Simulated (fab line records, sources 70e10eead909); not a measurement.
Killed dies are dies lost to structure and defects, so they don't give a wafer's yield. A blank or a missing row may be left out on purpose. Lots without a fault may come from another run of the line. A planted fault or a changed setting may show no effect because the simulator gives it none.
Which tool did it? | flow nand_harc | 24 lots, 72 wafers sampled, at 5 steps of a route of 1159

WHAT THE GAUGES READ, wafer by wafer
NHARC_P_M0_THK_MEAS_24: measures by xrf. Usual: thk_nm 118.6 nm, standard deviation 1.7.
lot  | measured     | on            | thk_nm (nm)       | flag
L074 | day 5 22:34  | film_metro-02 | 120.7 118.5 121.3 |
L075 | day 6 14:35  | film_metro-02 | 119.1 117.6 119.4 |
L077 | day 6 17:10  | film_metro-02 | 120.5 117.3 116.9 |
L076 | day 6 17:26  | film_metro-02 | 116.5 119.2 119.7 |
L078 | day 6 23:44  | film_metro-01 | 119.3 117.3 119.3 |
L079 | day 7 00:40  | film_metro-01 | 115.9 122.6 118.7 |
L080 | day 7 01:22  | film_metro-02 | 119.7 117.9 116.7 |
L081 | day 7 22:10  | film_metro-01 | 117.0 117.7 118.9 |
L082 | day 8 02:04  | film_metro-01 | 121.9 116.8 118.5 |
L083 | day 8 02:14  | film_metro-01 | 115.0 119.0 116.8 |
L084 | day 8 09:22  | film_metro-01 | 118.1 115.4 116.5 |
L085 | day 8 09:41  | film_metro-01 | 119.1 118.4 118.0 |
L087 | day 9 18:08  | film_metro-01 | 116.5 117.4 119.0 |
L086 | day 9 18:46  | film_metro-02 | 115.7 122.1 120.8 |
L088 | day 9 23:32  | film_metro-01 | 119.2 117.0 118.4 |
L089 | day 10 00:41 | film_metro-01 | 116.5 119.5 120.0 |
L090 | day 10 05:28 | film_metro-02 | 118.7 116.9 117.1 |
L091 | day 10 08:26 | film_metro-01 | 117.3 119.4 118.6 |
L092 | day 10 09:15 | film_metro-02 | 115.1 118.9 118.2 |
L093 | day 10 15:05 | film_metro-02 | 117.6 119.1 118.9 |
L094 | day 11 00:14 | film_metro-01 | 119.7 117.5 117.7 |
L095 | day 11 06:16 | film_metro-02 | 118.4 119.3 120.9 |
L096 | day 11 06:43 | film_metro-02 | 118.5 120.7 117.7 |
L097 | day 11 11:08 | film_metro-01 | 120.4 119.4 118.6 |

NHARC_A_START_INSPECT_01. Usual: raw_defect_count 3.7, standard deviation 2.1.
lot  | measured     | on                | raw_defect_count | flag
L074 | day 6 12:29  | defect_inspect-02 | 2 6 5            |
L075 | day 7 04:20  | defect_inspect-01 | 3 6 4            |
L077 | day 7 07:13  | defect_inspect-02 | 3 7 3            |
L076 | day 7 07:31  | defect_inspect-01 | 3 5 3            |
L078 | day 7 13:03  | defect_inspect-02 | 4 4 4            |
L079 | day 7 14:04  | defect_inspect-01 | 3 5 3            |
L080 | day 7 14:50  | defect_inspect-01 | 6 1 5            |
L081 | day 8 12:22  | defect_inspect-01 | 7 0 0            |
L082 | day 8 15:26  | defect_inspect-02 | 3 1 4            |
L083 | day 8 16:41  | defect_inspect-02 | 3 6 3            |
L084 | day 8 23:09  | defect_inspect-02 | 3 4 5            |
L085 | day 8 23:32  | defect_inspect-01 | 3 4 2            |
L087 | day 10 07:34 | defect_inspect-02 | 3 4 2            |
L086 | day 10 08:41 | defect_inspect-02 | 1 6 7            |
L088 | day 10 14:13 | defect_inspect-01 | 2 4 5            |
L089 | day 10 15:16 | defect_inspect-01 | 1 4 3            |
L090 | day 10 19:54 | defect_inspect-01 | 7 4 1            |
L091 | day 10 22:33 | defect_inspect-01 | 2 3 8            |
L092 | day 10 23:11 | defect_inspect-01 | 4 4 0            |
L093 | day 11 05:15 | defect_inspect-02 | 6 6 1            |
L094 | day 11 14:10 | defect_inspect-01 | 3 4 0            |
L095 | day 11 21:15 | defect_inspect-02 | 11 7 5           |
L096 | day 11 21:37 | defect_inspect-01 | 6 0 1            |
L097 | day 12 01:24 | defect_inspect-02 | 1 6 1            |

WHICH TOOL RAN EACH LOT (tool, then ch and the chambers of the sampled wafers, then the start)
lot  | NHARC_P_M1_DEGAS_29          | NHARC_P_BONDPAD_DEP_00                     | NHARC_P_BONDPAD_ANNEAL_28
L074 | pvd_sputter-01, day 6 01:21  | pecvd-01 ch 0,1, day 6 07:42               | rtp_anneal-01 ch 0, day 6 11:12
L075 | pvd_sputter-01, day 6 17:22  | pecvd-02 ch 0,2, day 7 02:59 or earlier    | rtp_anneal-02 ch 0, day 7 02:59
L077 | pvd_sputter-02, day 6 19:53  | pecvd-01 ch 1,2, day 7 05:50 or earlier    | rtp_anneal-01 ch 0, day 7 05:50
L076 | pvd_sputter-03, day 6 20:07  | pecvd-03 ch 0,1,2, day 7 02:55             | rtp_anneal-02 ch 0, day 7 06:08
L078 | pvd_sputter-03, day 7 02:25  | pecvd-01 ch 0,2, day 7 08:46               | rtp_anneal-02 ch 0, day 7 11:46
L079 | pvd_sputter-02, day 7 03:26  | pecvd-01 ch 1,2, day 7 09:35               | rtp_anneal-02 ch 0, day 7 12:43
L080 | pvd_sputter-03, day 7 04:06  | pecvd-03 ch 0,1, day 7 13:32 or earlier    | rtp_anneal-02 ch 0, day 7 13:32
L081 | pvd_sputter-01, day 8 00:56  | pecvd-02 ch 0,1, day 8 07:32               | rtp_anneal-01 ch 0, day 8 11:03
L082 | pvd_sputter-01, day 8 04:58  | pecvd-03 ch 0,1,2, day 8 11:07             | rtp_anneal-01 ch 0, day 8 14:06
L083 | pvd_sputter-01, day 8 05:40  | pecvd-02 ch 0,1, day 8 12:13               | rtp_anneal-02 ch 0, day 8 15:27
L084 | pvd_sputter-03, day 8 12:19  | pecvd-01 ch 0,1, day 8 18:41               | rtp_anneal-01 ch 0, day 8 21:49
L085 | pvd_sputter-02, day 8 12:34  | pecvd-03 ch 0,1, day 8 19:04               | rtp_anneal-01 ch 0, day 8 22:13
L087 | pvd_sputter-01, day 9 20:54  | pecvd-02 ch 1,2, day 10 06:16 or earlier   | rtp_anneal-01 ch 0, day 10 06:16
L086 | pvd_sputter-02, day 9 21:31  | pecvd-02 ch 1,2, day 10 07:25 or earlier   | rtp_anneal-01 ch 0, day 10 07:25
L088 | pvd_sputter-03, day 10 02:40 | pecvd-02 ch 0,1, day 10 12:52 or earlier   | rtp_anneal-02 ch 0, day 10 12:52
L089 | pvd_sputter-03, day 10 03:58 | pecvd-01 ch 0,1, day 10 14:00 or earlier   | rtp_anneal-01 ch 0, day 10 14:00
L090 | pvd_sputter-03, day 10 08:07 | pecvd-01 ch 1,2, day 10 15:16              | rtp_anneal-01 ch 0, day 10 18:31
L091 | pvd_sputter-01, day 10 11:46 | pecvd-02 ch 0,2, day 10 17:59              | rtp_anneal-01 ch 0, day 10 21:15
L092 | pvd_sputter-02, day 10 11:53 | pecvd-03 ch 0,1,2, day 10 21:50 or earlier | rtp_anneal-01 ch 0, day 10 21:50
L093 | pvd_sputter-03, day 10 18:01 | pecvd-03 ch 0,1, day 11 03:43 or earlier   | rtp_anneal-01 ch 0, day 11 03:43
L094 | pvd_sputter-02, day 11 03:21 | pecvd-03 ch 0,1,2, day 11 09:38            | rtp_anneal-01 ch 0, day 11 12:47
L095 | pvd_sputter-02, day 11 09:35 | pecvd-02 ch 1,2, day 11 16:49              | rtp_anneal-01 ch 0, day 11 19:57
L096 | pvd_sputter-02, day 11 09:46 | pecvd-02 ch 0,1,2, day 11 17:08            | rtp_anneal-02 ch 0, day 11 20:14
L097 | pvd_sputter-01, day 11 13:52 | pecvd-01 ch 0,2, day 11 20:44              | rtp_anneal-01 ch 0, day 12 00:07
- NHARC_P_M1_DEGAS_29: time 60 s.
- NHARC_P_BONDPAD_DEP_00: deposits SiCN, target thk 250 nm.
- NHARC_P_BONDPAD_ANNEAL_28: time 90 s.

WHAT THE TOOLS THEMSELVES READ (means of the sampled wafers that have a number; where no wafer has one, the mark that the record gives instead)
NHARC_P_M1_DEGAS_29. Usual: heater_power_w 330 W, standard deviation 38.
lot  | tool           | heater_power_w (W) | flag
L074 | pvd_sputter-01 | 316                |
L075 | pvd_sputter-01 | 328                |
L077 | pvd_sputter-02 | 377                |
L076 | pvd_sputter-03 | 344                |
L078 | pvd_sputter-03 | 342                |
L079 | pvd_sputter-02 | 341                |
L080 | pvd_sputter-03 | 317                |
L081 | pvd_sputter-01 | 347                |
L082 | pvd_sputter-01 | 339                |
L083 | pvd_sputter-01 | 285                |
L084 | pvd_sputter-03 | 341                |
L085 | pvd_sputter-02 | 341                |
L087 | pvd_sputter-01 | 325                |
L086 | pvd_sputter-02 | 310                |
L088 | pvd_sputter-03 | 340                |
L089 | pvd_sputter-03 | 340                |
L090 | pvd_sputter-03 | 346                |
L091 | pvd_sputter-01 | 352                |
L092 | pvd_sputter-02 | 330                |
L093 | pvd_sputter-03 | 340                |
L094 | pvd_sputter-02 | 312                |
L095 | pvd_sputter-02 | 297                |
L096 | pvd_sputter-02 | 334                |
L097 | pvd_sputter-01 | 351                |

NHARC_P_BONDPAD_DEP_00. Usual: chamber_pressure_Torr 3.000 Torr, standard deviation 0.0059; heater_power_outer_w 308 W, standard deviation 52; heater_power_w 559 W, standard deviation 88.
lot  | tool     | chamber_pressure_Torr (Torr) | heater_power_outer_w (W) | heater_power_w (W) | flag
L074 | pecvd-01 | 3.007                        | 261                      | 494                |
L075 | pecvd-02 | 2.994                        | 332                      | 653                |
L077 | pecvd-01 | 3.003                        | 322                      | 554                |
L076 | pecvd-03 | 3.001                        | 333                      | 568                |
L078 | pecvd-01 | 3.000                        | 310                      | 522                |
L079 | pecvd-01 | 2.994                        | 263                      | 498                |
L080 | pecvd-03 | 2.999                        | 347                      | 642                |
L081 | pecvd-02 | 2.997                        | 274                      | 525                |
L082 | pecvd-03 | 2.997                        | 327                      | 573                |
L083 | pecvd-02 | 3.002                        | 268                      | 512                |
L084 | pecvd-01 | 2.998                        | 245                      | 463                |
L085 | pecvd-03 | 2.995                        | 374                      | 670                |
L087 | pecvd-02 | 2.996                        | 343                      | 660                |
L086 | pecvd-02 | 3.002                        | 354                      | 676                |
L088 | pecvd-02 | 3.000                        | 277                      | 516                |
L089 | pecvd-01 | 2.995                        | 273                      | 487                |
L090 | pecvd-01 | 2.999                        | 265                      | 501                |
L091 | pecvd-02 | 2.998                        | 345                      | 662                |
L092 | pecvd-03 | 3.005                        | 341                      | 592                |
L093 | pecvd-03 | 3.008                        | 356                      | 641                |
L094 | pecvd-03 | 2.999                        | 315                      | 563                |
L095 | pecvd-02 | 3.001                        | 274                      | 544                |
L096 | pecvd-02 | 2.997                        | 316                      | 595                |
L097 | pecvd-01 | 3.001                        | 318                      | 538                |

NHARC_P_BONDPAD_ANNEAL_28. Usual: wafer_temp_C_max 226.1, standard deviation 0.33.
lot  | tool          | wafer_temp_C_max | flag
L074 | rtp_anneal-01 | 226.4            |
L075 | rtp_anneal-02 | 226.4            |
L077 | rtp_anneal-01 | 226.5            |
L076 | rtp_anneal-02 | 225.7            |
L078 | rtp_anneal-02 | 225.7            |
L079 | rtp_anneal-02 | 225.7            |
L080 | rtp_anneal-02 | 225.9            |
L081 | rtp_anneal-01 | 226.3            |
L082 | rtp_anneal-01 | 226.3            |
L083 | rtp_anneal-02 | 225.8            |
L084 | rtp_anneal-01 | 226.2            |
L085 | rtp_anneal-01 | 226.4            |
L087 | rtp_anneal-01 | 226.6            |
L086 | rtp_anneal-01 | 226.1            |
L088 | rtp_anneal-02 | 225.6            |
L089 | rtp_anneal-01 | 226.3            |
L090 | rtp_anneal-01 | 226.4            |
L091 | rtp_anneal-01 | 226.2            |
L092 | rtp_anneal-01 | 226.4            |
L093 | rtp_anneal-01 | 226.3            |
L094 | rtp_anneal-01 | 226.2            |
L095 | rtp_anneal-01 | 226.2            |
L096 | rtp_anneal-02 | 225.9            |
L097 | rtp_anneal-01 | 226.4            |

THE ANSWER, worked out from the rows above alone
Rule: a lot is off if the mean of its wafers that have a number lies more than 3 standard deviations from the usual mean. A lot without any number at a reading at which 4 lots or more have one is off too. The other lots that the step has rows for count as sound. The gauges are gone through in route order, then the tools' own readings, and for those a lot's mean is taken as printed above. The first step at which some lot is off is used, and at that step the reading that is off furthest; a lot without a number counts as furthest.
No lot is off at any reading shown: from this, nothing can be told.

WHAT THE SIMULATOR HAD PUT IN
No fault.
